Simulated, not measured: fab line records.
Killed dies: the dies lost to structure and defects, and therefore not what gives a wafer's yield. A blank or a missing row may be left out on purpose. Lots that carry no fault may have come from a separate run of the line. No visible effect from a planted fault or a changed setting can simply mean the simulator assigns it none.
Code-filled problem report in 8D (eight disciplines) form | flow nandHarc | the parts of the form that need people (team, actions taken, sign-off) are left out

1. THE PROBLEM
thkNm at NHARC_A_ONON_D2_THK_MEAS_02 reads a mean of 741 nm on 2 wafers of 2 lots; wafers without a fault read 1003 nm with a standard deviation of 10. Measured from the usual mean, that is -26 standard deviations.
The step: measures by ellipsometry.
Seen first at day 16 21:54 on filmMetro-01, wafer L779.5. At this step, 42 wafers from 14 lots have a number in the record. The rule behind "out" and "out of limits": a value lying over 4 standard deviations away from the usual mean. All remaining wafers that have a number are taken as sound.

2. WHAT THIS IS AND IS NOT
question                    | is                | is not
which readings at this step | thkNm             | -
which lots                  | L779, L781        | L770, L771, L772, L773, L784, L786, L787, L788, L789, L790, L791, L792
which wafers of those lots  | L779.5, L781.5    | L779.1, L779.4, L781.2, L781.4
read on which gauges        | filmMetro-01      | filmMetro-02
when                        | from day 16 21:54 | up to then (14 sound wafers); but 26 sound wafers of L781, L784, L786, L787, L788, L789, L790, L791, L792 came after

3. SUSPECTS, AND WHAT RULES EACH OUT
Counting: a tool at a process step up to the reading stays a suspect if it ran every lot that is out. Sound lots after the first of them don't rule it out here, since some wafers of a struck lot are sound.
- the gauge at NHARC_A_ONON_D2_THK_MEAS_02 is ruled out. All the wafers that are out were read on filmMetro-01, but those of them that NHARC_END_SORT_01 has rows for are out there too, on other tools.
- pecvdOnon-02 at NHARC_A_ONON_D2_DEP_00 (target thk 1000 nm): kept. It processed each lot that is out (first: L779, day 16 21:23); up to then, its last sound lot is L773 (day 13 14:29).
Remaining after the count: pecvdOnon-02 at NHARC_A_ONON_D2_DEP_00.

4. THE CAUSE (what the simulator had put in)
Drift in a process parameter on pecvdOnon-02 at NHARC_A_ONON_D2_DEP_00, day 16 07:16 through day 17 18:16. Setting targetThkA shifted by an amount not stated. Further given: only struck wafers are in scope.
Counting left only this tool.

5. THE CHAIN OF EFFECTS, in route order
Rows list readings where the struck wafers' mean (over those with a number) sits beyond 3 standard deviations from the usual. Only readings whose record carries a usual standard deviation are examined. hours: median over the lots of the time between each lot's start at the first step of this table that gives one and its start at this step. sigmas: the change, counted in usual standard deviations.
hours | step                        | reading       | usual   | on struck wafers | change | sigmas
0     | NHARC_A_ONON_D2_THK_MEAS_02 | thkNm         | 1003 nm | 741              | -262   | -26
293   | NHARC_END_SORT_01           | killedAtArray | 52      | 673              | +621   | +39
293   | NHARC_END_SORT_01           | killedDies    | 57      | 677              | +620   | +39

6. HOW IT WOULD HAVE BEEN CAUGHT EARLIER
In this record the first reading out of limits at a measuring or inspecting step was taken at day 16 21:54, 15 hours after the fault began at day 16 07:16.
Of the tool readings at NHARC_A_ONON_D2_DEP_00 for which the record gives a usual standard deviation, none was out on any struck wafer, so an alarm limit of 4 standard deviations on them would not have fired.
Lots out: 2; of these, L781 started NHARC_A_ONON_D2_DEP_00 on pecvdOnon-02 after day 16 21:54. It would have been spared by a hold on the tool at that moment.
